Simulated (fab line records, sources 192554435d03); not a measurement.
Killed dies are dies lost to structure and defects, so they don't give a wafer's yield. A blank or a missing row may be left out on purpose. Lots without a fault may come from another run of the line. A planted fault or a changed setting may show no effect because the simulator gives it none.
fab line records | flow n5_finfet
record lots=10 wafers=27 last_day=19
route steps=1938 shown SPACER0@258 SD_EPI_N@271 SD_ACTIVATION@332 BEOL_M4@1111 PASSIVATION@1936
lots that met no fault: from a run of the same line without faults
start_h: hours from the record's first day to the start of the lot's first wafer shown | wait_h: hours since the lot's step before | " the same as in the row above | L1.1+2: a row that stands for several wafers | - no value, or no start given | * or withheld: withheld | < > ~ a bound
route shown NAME@n: a module of which the file shows steps, and the number in the route of the first | usual: mean/standard deviation of fault-free wafers | same: alike in all rows | chamber/n: place in a boat | sites: the reading at each site | _std_site: their standard deviation | _edge_site: outer sites' mean less inner sites' | radius_mm: how far each site lies from the wafer's centre | mask NAME#n: copy n | behind: the tool/chamber that last shaped the wafer | hold: why the lot was held/for how many hours/how that ended | device: the transistor (n, p or np) that didn't switch | end of line: the same wafers' tests at the end of the route | a step without rows: its recipe alone | killed: dies lost to structure and defects at the first sort, not the wafer's yield | map: a wafer's dies, x killed, . not, _ none there
set.NAME: the setting as run; set.NAME@STEP: as run at that earlier step | model.NAME: the simulator's own value behind a step, which no gauge read
steps of the route over a sample of lots; a table a step, a row a wafer
services: from which hour (start_h, from the record's first day; less than 0 if before it) a tool's chamber was out of use, for how many hours, and why
## steps
# step N5_SPACER0_ALD_07
# recipe material=SiNx target_thk_a=20 temp_c=400 ald_precursor_family=SiH2I2 ald_co_reactant=N2/H2-plasma pressure_torr=2
# usual heater_power_w=842/55
# columns lot.wafer tool chamber start_h wait_h heater_power_w
L796.1 ald_sin-03 3 60.21 0.0 899
L796.2 " 1 " " 871
L796.6 " 2 " " 773
L799.1 ald_sin-04 2 80.17 1.2 821
L799.3 " 0 " " 976
L799.6 " 3 " " 844
L800.5 ald_sin-04 0 84.05 0.1 966
L800.6 " 3 " " 823
L802.1 ald_sin-04 2 99.55 0.7 827
L802.2 " 0 " " 918
L802.6 " 0 " " 927
L808.3 ald_sin-04 0 134.79 0.3 917
L808.5 " 0 " " 932
L808.6 " 3 " " 811
L810.1 ald_sin-01 0 146.74 0.0 823
L810.6 " 0 " " 822
L812.2 ald_sin-04 1 155.56 0.2 771
L812.6 " 3 " " 801
L813.1 ald_sin-04 3 163.32 0.1 805
L813.3 " 0 " " 910
L813.5 " 0 " " 935
L814.1 ald_sin-01 3 166.21 0.0 873
L814.2 " 1 " " 800
L814.5 " 0 " " 795
L816.1 ald_sin-04 2 177.84 0.0 822
L816.3 " 3 " " 815
L816.4 " 0 " " 950
# step N5_SD_EPI_N_OVL_MEAS_10
# recipe points_per_wafer=44
# usual SD_N_BLK_OVL=0.0/0.7
# same points_per_wafer=44
# columns lot.wafer tool chamber start_h wait_h SD_N_BLK_OVL[nm]
L796.1 overlay-01 0 61.20 0.0 -0.1
L796.2 " 0 " " 0.3
L796.6 " 0 " " 0.5
L799.1 overlay-01 0 81.17 0.0 -1.1
L799.3 " 0 " " -1.9
L799.6 " 0 " " -1.2
L800.5 overlay-01 0 84.98 0.0 0.3
L800.6 " 0 " " 0.5
L802.1 overlay-02 0 100.43 0.0 -1.1
L802.2 " 0 " " -0.3
L802.6 " 0 " " -0.5
L808.3 overlay-01 0 135.79 0.0 1.5
L808.5 " 0 " " 0.5
L808.6 " 0 " " 0.2
L810.1 overlay-01 0 147.61 0.0 0.4
L810.6 " 0 " " 0.0
L812.2 overlay-01 0 156.56 0.0 -1.0
L812.6 " 0 " " -0.1
L813.1 overlay-01 0 164.32 0.0 -0.6
L813.3 " 0 " " -0.3
L813.5 " 0 " " 0.2
L814.1 overlay-01 0 167.21 0.0 0.0
L814.2 " 0 " " 0.0
L814.5 " 0 " " -0.4
L816.1 overlay-02 0 178.84 0.0 0.5
L816.3 " 0 " " 1.4
L816.4 " 0 " " 0.2
# step N5_SD_EPI_N_SD_RECESS_17
# recipe chemistry=HBr/Cl2/O2 target_depth_a=410 mask_material=SOC time_s=23.7 bt_time_s=3 pressure_mtorr=10 icp_w=800 bias_w=112 HBr_flow_sccm=150 Cl2_flow_sccm=80 O2_flow_sccm=12
# usual drypump_motor_current_A=5.6/0.44 oes_product_au=0.997/0.019 throttle_valve_pct=37.03/0.29
# columns lot.wafer tool chamber start_h wait_h drypump_motor_current_A oes_product_au rf_hours_counter_h throttle_valve_pct
L796.1 rie_si-02 1 61.95 0.0 5.7 1.032 1 36.81
L796.2 " 0 " " 6.2 0.973 4 36.58
L796.6 " 2 " " 5.5 0.978 - 37.32
L799.1 rie_si-04 0 81.91 0.0 5.8 0.984 2 37.16
L799.3 " 1 " " 5.2 0.999 130 36.70
L799.6 " 0 " " 5.8 0.979 - 37.16
L800.5 rie_si-01 1 85.76 0.1 5.0 0.993 - 36.95
L800.6 " 2 " " 5.7 1.000 - 37.57
L802.1 rie_si-02 2 101.18 0.0 5.5 0.970 63 37.33
L802.2 " 0 " " 6.2 0.972 5 36.57
L802.6 " 3 " " 5.4 0.986 - 36.98
L808.3 rie_si-02 2 136.53 0.0 5.5 0.970 63 37.34
L808.5 " 3 " " 5.4 0.977 - 36.98
L808.6 " 2 " " 5.5 0.975 - 37.33
L810.1 rie_si-04 3 148.35 0.0 5.0 1.017 115 37.13
L810.6 " 1 " " 5.2 1.000 - 36.70
L812.2 rie_si-02 0 157.30 0.0 6.2 0.973 6 36.57
L812.6 " 1 " " 5.7 1.021 - 36.83
L813.1 rie_si-01 0 165.11 0.0 6.2 0.999 141 37.32
L813.3 " 1 " " 4.9 0.981 4 36.94
L813.5 " 0 " " 6.3 1.004 - 37.32
L814.1 rie_si-02 3 168.01 0.0 5.4 0.978 143 36.98
L814.2 " 0 " " 6.2 0.976 6 36.57
L814.5 " 0 " " 6.2 0.975 - 36.57
L816.1 rie_si-02 1 179.79 0.0 5.7 1.030 3 36.84
L816.3 " 3 " " 5.4 0.986 143 36.97
L816.4 " 0 " " 6.2 0.979 6 36.56
# step N5_SD_EPI_N_EPI_21
# recipe material=Si:P dopant=P temp_c=680 pressure_torr=255 time_s=690
# usual epi_growth_time_s=690/0
# columns lot.wafer tool chamber start_h wait_h epi_growth_time_s
L796.1 epi_rpcvd-01 0 63.11 0.2 690
L796.2 " 0 " " 690
L796.6 " 0 64.98 1.9 690
L799.1 epi_rpcvd-01 0 82.90 0.1 690
L799.3 " 0 " " 690
L799.6 " 0 " " 690
L800.5 epi_rpcvd-04 0 88.38 1.5 690
L800.6 " 0 " " 690
L802.1 epi_rpcvd-04 0 102.16 0.1 690
L802.2 " 0 " " 690
L802.6 " 0 103.56 1.4 690
L808.3 epi_rpcvd-04 0 138.08 0.7 690
L808.5 " 0 " " 690
L808.6 " 0 " " 426.07
L810.1 epi_rpcvd-04 0 149.34 0.1 690
L810.6 " 0 150.74 1.4 426.07
L812.2 epi_rpcvd-04 0 158.57 0.4 690
L812.6 " 0 159.69 1.4 426.07
L813.1 epi_rpcvd-02 0 166.28 0.2 690
L813.3 " 0 " " 690
L813.5 " 0 " " 690
L814.1 epi_rpcvd-01 0 169.00 0.1 690
L814.2 " 0 " " 690
L814.5 " 0 " " 690
L816.1 epi_rpcvd-01 0 180.78 0.1 690
L816.3 " 0 " " 690
L816.4 " 0 " " 690
# step N5_SD_EPI_N_EPI_MEAS_23
# recipe mode=xrd
# usual thk_nm=59.1/1.1
# columns lot.wafer tool chamber start_h wait_h thk_nm
L796.1 film_metro-02 - 65.39 1.9 59.4
L796.2 " - " " 59.1
L796.6 " - " " 57.8
L799.1 film_metro-02 - 84.63 1.5 58.5
L799.3 " - " " 59.8
L799.6 " - " " 59.4
L800.5 film_metro-02 - 89.17 0.4 60.5
L800.6 " - " " 59.2
L802.1 film_metro-01 - 103.88 1.4 59.6
L802.2 " - " " 61.0
L802.6 " - " " 59.3
L808.3 film_metro-02 - 139.24 0.9 58.4
L808.5 " - " " 58.5
L808.6 " - " " 37.8
L810.1 film_metro-01 - 151.05 1.4 60.4
L810.6 " - " " 37.3
L812.2 film_metro-01 - 160.00 1.2 56.7
L812.6 " - " " 38.8
L813.1 film_metro-02 - 168.56 1.9 57.1
L813.3 " - " " 60.2
L813.5 " - " " 58.5
L814.1 film_metro-02 - 170.73 1.5 59.3
L814.2 " - " " 58.7
L814.5 " - " " 58.8
L816.1 film_metro-01 - 182.50 1.4 59.6
L816.3 " - " " 59.7
L816.4 " - " " 59.5
# step N5_SD_ACTIVATION_RS_MEAS_03
# recipe thk_meas_gauge=four-point-probe
# usual RS_SD_N=21.90/0.28 RS_SD_P=55.8/0.75
# columns lot.wafer tool chamber start_h wait_h RS_SD_N[ohm/sq] RS_SD_P[ohm/sq]
L796.1 film_metro-01 - 71.52 0.2 21.86 55.5
L796.2 " - " " 22.03 55.4
L796.6 " - " " 22.40 56.1
L799.1 film_metro-02 - 89.93 0.2 21.53 54.4
L799.3 " - " " 22.13 54.6
L799.6 " - " " 22.26 54.3
L800.5 film_metro-02 - 94.85 0.1 21.79 57.1
L800.6 " - " " 21.76 55.7
L802.1 film_metro-02 - 109.91 0.2 21.63 56.9
L802.2 " - " " 21.42 57.3
L802.6 " - " " 21.94 57.2
L808.3 film_metro-01 - 144.90 0.2 22.01 55.4
L808.5 " - " " 22.00 54.0
L808.6 " - " " 32.78 54.8
L810.1 film_metro-01 - 156.32 0.2 21.98 57.0
L810.6 " - " " 33.43 55.8
L812.2 film_metro-01 - 165.24 0.2 22.19 55.3
L812.6 " - " " 33.36 55.9
L813.1 film_metro-01 - 174.77 0.2 21.63 55.6
L813.3 " - " " 21.56 56.3
L813.5 " - " " 22.00 55.5
L814.1 film_metro-02 - 175.92 0.2 22.05 54.1
L814.2 " - " " 21.75 55.0
L814.5 " - " " 22.03 54.3
L816.1 film_metro-01 - 188.46 0.2 21.73 56.2
L816.3 " - " " 21.99 55.7
L816.4 " - " " 21.58 55.8
# step N5_BEOL_M4_RC_MEAS_101
# usual DIBL_N=36.0/1.6 DIBL_P=35.8/2 IOFF_N=0.152/0.03 IOFF_P=0.20/0.031 ION_N=670/12 ION_P=459/7.4 REXT_N=75.1/1.6 RS_SD_N=28.4/0.36 SS_N=71.5/0.56 SS_P=73.2/0.64 VT_N=251/3.5 VT_P=-252/3.3
# columns lot.wafer tool chamber start_h wait_h DIBL_N[mV/V] DIBL_P[mV/V] IOFF_N[nA/um] IOFF_P[nA/um] ION_N[uA/um] ION_P[uA/um] REXT_N[ohm.um] RS_SD_N[ohm/sq] SS_N[mV/dec] SS_P[mV/dec] VT_N[mV] VT_P[mV]
L796.1 prober-02 0 205.93 0.0 37.0 37.4 0.162 0.21 683 468 75.5 28.4 70.9 74.1 248 -250
L796.2 " 0 " " 35.3 34.5 0.136 0.17 675 464 74.2 28.6 71.0 72.6 249 -253
L796.6 " 0 " " 35.9 34.9 0.135 0.18 659 451 76.0 28.6 70.8 73.1 252 -255
L799.1 prober-01 0 238.45 0.0 33.6 34.2 0.113 0.19 644 456 75.2 28.4 71.4 72.4 255 -247
L799.3 " 0 " " 36.9 38.5 0.172 0.26 676 473 76.2 28.4 71.7 73.6 248 -245
L799.6 " 0 " " 34.7 35.2 0.136 0.21 673 473 73.8 28.2 71.2 72.9 253 -248
L800.5 prober-02 0 239.46 0.6 36.8 37.0 0.170 0.20 665 449 74.9 28.3 71.2 73.4 247 -253
L800.6 " 0 " " 34.7 35.1 0.134 0.18 667 457 75.0 28.3 71.4 73.4 253 -252
L802.1 prober-01 0 245.94 0.0 34.2 33.1 0.111 0.15 654 447 73.7 28.1 71.0 71.8 257 -257
L802.2 " 0 " " 35.1 34.1 0.124 0.15 647 441 73.3 27.5 71.6 72.7 255 -255
L802.6 " 0 " " 36.6 36.1 0.150 0.18 663 451 73.8 28.1 72.1 73.1 251 -256
L808.3 prober-01 0 285.29 0.3 34.8 36.5 0.157 0.21 672 461 74.9 28.7 71.3 72.7 249 -250
L808.5 " 0 " " 37.0 39.1 0.203 0.26 695 470 75.5 28.2 71.8 73.6 245 -246
L808.6 " 0 " " 38.3 39.4 0.210 0.26 666 466 86.6 42.7 72.0 73.6 246 -248
L812.2 prober-02 0 294.19 0.2 35.6 35.8 0.151 0.20 687 469 77.7 28.7 71.3 73.7 250 -250
L812.6 " 0 " " 37.0 35.7 0.141 0.20 653 459 90.2 43.3 71.3 72.6 252 -249
L810.1 prober-01 0 301.95 0.0 37.7 38.1 0.196 0.22 686 459 76.4 28.6 71.2 73.9 244 -251
L810.6 " 0 " " 36.4 36.1 0.145 0.20 656 466 89.6 43.5 71.3 72.8 251 -250
L813.1 prober-02 0 317.40 0.0 35.8 34.9 0.155 0.19 680 462 73.5 28.0 71.8 72.8 249 -252
L813.3 " 0 " " 33.6 31.3 0.109 0.14 653 449 73.6 27.9 71.5 73.0 257 -256
L813.5 " 0 " " 34.9 33.4 0.135 0.17 674 463 74.3 28.3 71.9 72.8 250 -253
L814.1 prober-02 0 328.96 0.0 35.5 33.7 0.136 0.21 674 473 75.2 28.5 70.9 72.8 254 -250
L814.2 " 0 " " 36.1 34.1 0.144 0.21 661 459 74.5 29.0 71.4 73.5 251 -246
L814.5 " 0 " " 35.4 33.8 0.135 0.20 664 459 74.8 28.3 71.3 73.4 251 -247
L816.1 prober-01 0 342.77 0.0 35.3 36.1 0.156 0.23 681 467 73.2 28.3 71.0 73.7 248 -249
L816.3 " 0 " " 35.7 36.1 0.171 0.22 677 468 74.1 28.3 71.2 74.0 249 -250
L816.4 " 0 " " 37.0 37.1 0.177 0.23 676 465 72.6 27.9 71.9 74.4 251 -250
# step N5_PASSIVATION_PROBE_49
# usual defect_limited_yield=91.6/1.4 killed_at_M0_to_M3=33/10 killed_at_M4_up=13/5.3 killed_at_contacts=13/5.9 killed_at_front_end=36/12 killed_at_other=4/3.1 killed_dies=99/16 killed_open=65/13 killed_short=32/7.3 sort_bin_5_function=4.9/0.9 sort_bin_6_memory=3.1/0.66 sort_bin_8_speed=0.0/0.42 sort_n_pass=1081/17 sort_yield_pct=91.6/1.4
# same gross_dies=1180 killed_at_back_side=0 sort_bin_4_leakage[%]=0
# columns lot.wafer tool chamber start_h wait_h defect_limited_yield[%] killed_at_M0_to_M3 killed_at_M4_up killed_at_contacts killed_at_front_end killed_at_other killed_dies killed_open killed_short sort_bin_5_function[%] sort_bin_6_memory[%] sort_bin_8_speed[%] sort_n_pass sort_yield_pct[%]
L808.3 prober-01 - 398.02 0.1 92.6 13 9 18 45 2 87 49 37 4.6 2.5 0 1093 92.6
L808.5 prober-01 - 398.12 0.2 92.5 22 13 17 34 3 89 63 24 4.2 3.1 0 1091 92.5
L808.6 prober-01 - 398.17 0.3 91.6 22 12 21 40 4 99 52 45 4.5 3.4 0 1081 91.6
L812.2 prober-01 - 404.33 0.1 93.4 18 13 11 28 8 78 50 25 3.7 2.7 0 1102 93.4
L812.6 prober-01 - 404.53 0.3 91.5 30 18 5 42 5 100 58 35 4.7 3.6 0 1080 91.5
L810.1 prober-02 - 414.47 0.0 89.7 29 14 6 68 4 121 83 38 6.2 4.0 0 1059 89.7
L810.6 prober-02 - 414.72 0.3 89.6 29 10 23 60 1 123 84 37 5.9 4.2 0 1057 89.6
L814.1 prober-02 - 439.25 0.0 90.4 56 7 10 39 1 113 73 39 5.7 3.6 0 1067 90.4
L814.2 prober-02 - 439.30 0.1 89.1 61 14 4 50 0 129 76 50 7.0 3.5 0 1051 89.1
L814.5 prober-02 - 439.45 0.2 91.4 31 7 13 43 7 101 65 34 5.8 2.5 0 1079 91.4
L816.1 prober-01 - 459.06 0.0 92.5 30 13 14 23 8 88 55 33 3.8 3.6 0 1092 92.5
L816.3 prober-01 - 459.16 0.1 92.3 31 5 16 27 12 91 69 22 4.1 3.4 0 1089 92.3
L816.4 prober-01 - 459.21 0.2 91.5 36 9 20 28 7 100 63 36 4.8 3.4 0 1080 91.5
# killed by level:class
L808.3 FIN_SAQP:geometric_particle:short=19 MOL_CONTACT_COAG:geometric_particle:open=16 FIN_SAQP:geometric_particle:open=5 DUMMY_GATE:geometric_particle:open=4 GATE_CUT:geometric_particle:short=4 BEOL_M2:geometric_particle:open=4 STI_FIN_REVEAL:geometric_particle:open=3 STARTING-WAFER:geometric_particle:open=3
L808.5 MOL_CONTACT_COAG:geometric_particle:open=15 STI_FIN_REVEAL:geometric_particle:open=7 DUMMY_GATE:geometric_particle:open=7 GATE_CUT:geometric_particle:short=5 BEOL_M0:geometric_particle:open=5 BEOL_M3:geometric_particle:open=5 BEOL_M4:geometric_particle:open=4 BEOL_M5:geometric_particle:open=4
L808.6 FIN_SAQP:geometric_particle:short=19 MOL_CONTACT_COAG:geometric_particle:open=15 BEOL_M0_SAQP:geometric_particle:short=10 FIN_SAQP:geometric_particle:open=9 MOL_CONTACT_COAG:geometric_particle:short=6 BEOL_M5:geometric_particle:open=6 BEOL_M0_SAQP:geometric_particle:open=5 PASS1_CAP:geometric_particle:short=4
L812.2 MOL_CONTACT_COAG:geometric_particle:open=8 GATE_CUT:geometric_particle:short=7 FIN_SAQP:geometric_particle:short=6 MIM_BOT:geometric_particle:open=5 BEOL_M0_SAQP:geometric_particle:short=5 DUMMY_GATE:geometric_particle:open=4 BEOL_M3:geometric_particle:open=4 BEOL_M5:geometric_particle:open=4
L812.6 GATE_CUT:geometric_particle:short=9 BEOL_M0_SAQP:geometric_particle:short=7 GATE_CUT:geometric_particle:open=6 BEOL_M0_SAQP:geometric_particle:open=6 BEOL_M5:geometric_particle:open=6 STI_FIN_REVEAL:geometric_particle:open=5 BEOL_M3:geometric_particle:open=5 STARTING-WAFER:geometric_particle:short=4
L810.1 STI_FIN_REVEAL:geometric_particle:open=27 FIN_SAQP:geometric_particle:short=9 ILD0:geometric_particle:open=6 BEOL_M3:geometric_particle:open=6 ILD0:geometric_particle:short=5 MOL_CONTACT_COAG:geometric_particle:open=5 BEOL_M4:geometric_particle:open=5 BEOL_M0_SAQP:geometric_particle:short=4
L810.6 STI_FIN_REVEAL:geometric_particle:open=23 MOL_CONTACT_COAG:geometric_particle:open=17 BEOL_M2:geometric_particle:open=8 BEOL_M0_SAQP:geometric_particle:open=7 FIN_SAQP:geometric_particle:short=6 GATE_CUT:geometric_particle:short=6 MOL_CONTACT_COAG:geometric_particle:short=6 FIN_SAQP:geometric_particle:open=5
L814.1 STI_FIN_REVEAL:geometric_particle:open=17 BEOL_M0_SAQP:geometric_particle:short=14 BEOL_M0_SAQP:geometric_particle:open=12 MOL_CONTACT_COAG:geometric_particle:open=10 BEOL_M3:geometric_particle:open=10 BEOL_M0:geometric_particle:open=7 FIN_SAQP:geometric_particle:short=6 BEOL_M1:geometric_particle:open=5
L814.2 FIN_SAQP:geometric_particle:short=17 BEOL_M0_SAQP:geometric_particle:short=17 BEOL_M0_SAQP:geometric_particle:open=17 STI_FIN_REVEAL:geometric_particle:open=11 BEOL_M5:geometric_particle:open=6 GATE_CUT:geometric_particle:short=5 BEOL_M1:geometric_particle:open=5 BEOL_M3:geometric_particle:short=5
L814.5 BEOL_M0_SAQP:geometric_particle:open=13 FIN_SAQP:geometric_particle:open=12 FIN_SAQP:geometric_particle:short=12 MOL_CONTACT_COAG:geometric_particle:open=12 BEOL_M0_SAQP:geometric_particle:short=10 STI_FIN_REVEAL:geometric_particle:open=4 BEOL_M2:geometric_particle:open=3 BEOL_M3:geometric_particle:open=3
L816.1 MOL_CONTACT_COAG:geometric_particle:open=12 BEOL_M0_SAQP:geometric_particle:short=7 BEOL_M4:geometric_particle:open=6 BEOL_M0_SAQP:geometric_particle:open=4 BEOL_M2:geometric_particle:short=4 BEOL_M3:geometric_particle:open=4 FIN_SAQP:geometric_particle:open=3 GATE_CUT:geometric_particle:short=3
L816.3 MOL_CONTACT_COAG:geometric_particle:open=15 FIN_SAQP:geometric_particle:open=9 BEOL_M0_SAQP:geometric_particle:open=8 STI_FIN_REVEAL:geometric_particle:open=7 BEOL_M1:geometric_particle:open=6 BEOL_M2:geometric_particle:open=5 FIN_SAQP:geometric_particle:short=4 BEOL_M0_SAQP:geometric_particle:short=4
L816.4 BEOL_M3:geometric_particle:open=17 MOL_CONTACT_COAG:geometric_particle:open=16 FIN_SAQP:geometric_particle:short=6 BEOL_M3:geometric_particle:short=5 BEOL_M2:geometric_particle:open=5 MOL_CONTACT_COAG:geometric_particle:short=4 BEOL_M0_SAQP:geometric_particle:open=4 STI_FIN_REVEAL:geometric_particle:short=3
## services
# columns tool chamber start_h hours kind
ald_sin-01 3 37.52 8.8 repair
ald_sin-01 - 54.47 0.6 repair
ald_sin-03 - 55.42 2.8 pm
ald_sin-04 1 65.57 9.8 repair
ald_sin-03 - 65.73 0.5 repair
ald_sin-01 - 67.08 14.6 pm
rie_si-02 3 67.58 13.5 repair
epi_rpcvd-02 - 73.62 14.6 pm
ald_sin-01 1 82.93 7.7 repair
ald_sin-04 - 85.55 14.0 pm
ald_sin-04 0 85.55 14.0 vent_cycle
rie_si-02 - 88.26 0.2 repair
ald_sin-01 3 91.63 6.6 repair
epi_rpcvd-04 - 105.07 0.8 repair
rie_si-02 2 108.47 4.5 repair
rie_si-04 0 109.72 2.6 repair
rie_si-04 1 124.00 9.2 repair
rie_si-04 2 126.55 4.9 repair
rie_si-04 - 137.41 2.8 pm
rie_si-02 - 147.81 6.2 repair
rie_si-04 3 149.84 37.9 repair
rie_si-04 2 162.24 7.5 repair
ald_sin-03 0 163.40 1.3 repair
epi_rpcvd-02 - 176.04 2.6 repair
## key
first_sign step=N5_SD_EPI_N_EPI_21 reading=epi_growth_time_s direction=down sigmas=99+ usual=* struck=*
effect step=N5_SD_EPI_N_EPI_MEAS_23 reading=thk_nm direction=down sigmas=19 usual=* struck=*
effect step=N5_SD_ACTIVATION_RS_MEAS_03 reading=RS_SD_N direction=up sigmas=41 usual=21.90 struck=33.19
effect step=N5_BEOL_M4_RC_MEAS_101 reading=RS_SD_N direction=up sigmas=41 usual=28.4 struck=43.1
effect step=N5_BEOL_M4_RC_MEAS_101 reading=REXT_N direction=up sigmas=8.7 usual=75.1 struck=88.8
met_at N5_SD_EPI_N_EPI_21
struck_lots L808,L810,L812
struck_wafers L808.6,L810.6,L812.6
not_acting_at N5_SPACER0_ALD_07,N5_SD_EPI_N_OVL_MEAS_10,N5_SD_EPI_N_SD_RECESS_17
onset_between 102.16 138.08
fault kind=process_parameter_drift tool=epi_rpcvd-04 chamber=- onset_h=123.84 steps=N5_SD_EPI_N_EPI_21 channel=epi_growth_time_s offset=* shape=step end_h=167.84 scope=struck_wafers_only stated=*
